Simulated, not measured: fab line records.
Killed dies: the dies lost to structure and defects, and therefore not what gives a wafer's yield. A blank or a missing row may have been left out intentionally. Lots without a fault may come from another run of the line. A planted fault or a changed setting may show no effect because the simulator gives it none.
8D (eight disciplines) problem report, filled in by code ; flow n5-finfet ; the parts of the form that need people (team, actions taken, sign-off) are left out

1. WHAT IS WRONG
Across 12 wafers from 4 lots, V8_OVL at N5_BEOL_M9_OVL_MEAS_29 averages 11.6 nm, while fault-free wafers read -0.1 nm with a standard deviation of 0.68. Measured from the usual mean, that is +17 standard deviations.
Earliest sighting: wafer L615.2 on overlay-01 at day 12 14:43. The record has a number at this step for 30 wafers belonging to 10 lots. By rule, "out" or "out of limits" means more than 4 standard deviations away from the usual mean. The rest of the wafers with a number are treated as sound.

2. WHAT IT IS; WHAT IT IS NOT
question;is;is not
which readings at this step;V8_OVL;-
which lots;L614, L615, L619, L620;L609, L610, L622, L625, L626, L627
which wafers of those lots;all that have a number;-
read on which gauges;overlay-01;overlay-02
when;from day 12 14:43;"up to then (6 sound wafers); but 12 sound wafers of L622, L625, L626, L627 came after"

3. WHAT RULES OUT EACH SUSPECT
Counting: a tool at any process step up to the reading remains a suspect when it ran all the lots that are out and ran no sound lot after the first of those.
- the gauge at N5_BEOL_M9_OVL_MEAS_29: kept. All the wafers that are out were read on overlay-01, and no step on other tools shows them out.
- euv-scanner-01 at N5_BEOL_M9_EXPOSE_25 (exposes mask V8): kept. It ran every lot that is out, first L615 (day 12 14:34), and no sound lot after that; its last sound lot up to then is L610 (day 11 13:50).
Remaining after the count are euv-scanner-01 at N5_BEOL_M9_EXPOSE_25 and overlay-01 at N5_BEOL_M9_OVL_MEAS_29.

4. THE CAUSE (what the simulator had put in)
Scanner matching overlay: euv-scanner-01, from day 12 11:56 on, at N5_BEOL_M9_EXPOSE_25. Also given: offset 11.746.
2 suspects survive the count, and this tool is in that group.

5. THE EFFECT CHAIN, in route order
Each row: a reading whose mean over the struck wafers that have a number lies more than 3 standard deviations from the usual. Only readings whose record carries a usual standard deviation are examined. hours: median over the lots of the time between each lot's start at the first step of this table that gives one and its start at this step. sigmas: the change, counted in usual standard deviations.
hours;step;reading;usual;on struck wafers;change;sigmas
0;N5_BEOL_M9_OVL_MEAS_29;V8_OVL;-0.1 nm;11.6;+11.7;+17

6. WHAT WOULD HAVE CAUGHT IT SOONER
Counted from the fault's start at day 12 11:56, it took 3 hours until the first out-of-limits reading at a measuring or inspecting step in this record, taken at day 12 14:43.
Among the 4 lots that are out, L614, L619, L620 began N5_BEOL_M9_EXPOSE_25 on euv-scanner-01 after day 12 14:43. A hold on the tool at that time would have spared those 3.
